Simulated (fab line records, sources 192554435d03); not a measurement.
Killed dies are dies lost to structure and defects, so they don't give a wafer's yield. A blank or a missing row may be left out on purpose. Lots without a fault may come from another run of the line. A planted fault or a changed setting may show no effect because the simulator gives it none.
Chamber matching | flow n5_finfet | N5_BEOL_M8_ETCH_62 on rie_diel-05: 4 sister chambers
The step etches SOC in N2/H2, target depth 110 nm, overetch 22 nm, time 165 s. 24 wafers are shown with their chamber, then 12 later ones without.

WAFERS WITH THEIR CHAMBER
wafer  | chamber | showerhead_plenum_p_Torr (Torr) | throttle_valve_pct (%) | oes_product_au (a.u.)
L076.1 | 2       | 2.62                            | 17.37                  | 0.59
L076.2 | 1       | 2.51                            | 17.77                  | 0.81
L076.4 | 3       | 2.50                            | 17.58                  | 0.60
L075.3 | 2       | 2.62                            | 17.40                  | 0.60
L075.4 | 3       | 2.49                            | 17.58                  | 0.59
L075.5 | 1       | 2.51                            | 17.76                  | 0.80
L078.3 | 1       | 2.50                            | 17.77                  | 0.79
L078.5 | 2       | 2.62                            | 17.40                  | 0.59
L078.6 | 1       | 2.50                            | 17.79                  | 0.79
L082.4 | 2       | 2.61                            | 17.40                  | 0.59
L082.5 | 1       | 2.50                            | 17.77                  | 0.78
L082.6 | 2       | 2.61                            | 17.40                  | 0.58
L080.1 | 2       | 2.61                            | 17.42                  | 0.58
L080.2 | 1       | 2.50                            | 17.79                  | 0.78
L080.4 | 3       | 2.49                            | 17.60                  | 0.59
L084.3 | 2       | 2.61                            | 17.41                  | 0.57
L084.5 | 2       | 2.61                            | 17.41                  | 0.58
L084.6 | 1       | 2.50                            | 17.80                  | 0.77
L087.1 | 2       | 2.61                            | 17.42                  | 0.58
L087.3 | 0       | 2.69                            | 17.86                  | 0.69
L087.4 | 3       | 2.48                            | 17.61                  | 0.58
L088.1 | 2       | 2.61                            | 17.42                  | 0.58
L088.4 | 0       | 2.69                            | 17.86                  | 0.69
L088.5 | 2       | 2.61                            | 17.44                  | 0.58

SIGNATURES (means of the wafers above)
reading                  | chamber 0 | chamber 1 | chamber 2 | chamber 3 | scatter within a chamber
showerhead_plenum_p_Torr | 2.6900    | 2.5029    | 2.6127    | 2.4900    | 0.0053
throttle_valve_pct       | 17.8600   | 17.7786   | 17.4082   | 17.5925   | 0.016
oes_product_au           | 0.6900    | 0.7886    | 0.5836    | 0.5900    | 0.00985
Rule: a wafer's distance from a chamber is the root of the sum, over the readings, of the square of ((its reading less the chamber's mean) divided by the reading's scatter). The wafer belongs to the nearest chamber; if the next one is less than 2 further off, it can't be placed. The scatter: the root of (the sum of the squares of (reading less its chamber's mean) over the shown wafers, divided by (wafers less chambers)).

WAFERS WITHOUT THEIR CHAMBER
wafer  | showerhead_plenum_p_Torr (Torr) | throttle_valve_pct (%) | oes_product_au (a.u.)
L090.3 | 2.50                            | 17.84                  | 0.74
L090.4 | 2.69                            | 17.87                  | 0.69
L090.6 | 2.49                            | 17.82                  | 0.74
L089.3 | 2.60                            | 17.46                  | 0.58
L089.5 | 2.49                            | 17.80                  | 0.74
L089.6 | 2.60                            | 17.44                  | 0.56
L092.2 | 2.49                            | 17.82                  | 0.73
L092.3 | 2.60                            | 17.44                  | 0.57
L092.4 | 2.49                            | 17.83                  | 0.73
L097.1 | 2.49                            | 17.84                  | 0.72
L097.4 | 2.68                            | 17.91                  | 0.67
L097.5 | 2.49                            | 17.85                  | 0.72

WHICH CHAMBER EACH WENT THROUGH
wafer  | from the rows above | in truth
L090.3 | 1                   | 1
L090.4 | 0                   | 0
L090.6 | 1                   | 1
L089.3 | 2                   | 2
L089.5 | 1                   | 1
L089.6 | 2                   | 2
L092.2 | 1                   | 1
L092.3 | 2                   | 2
L092.4 | 1                   | 1
L097.1 | 1                   | 1
L097.4 | 0                   | 0
L097.5 | 1                   | 1
Placed correctly: 12 of 12. Can't be placed from these rows: 0. Placed wrongly: 0.
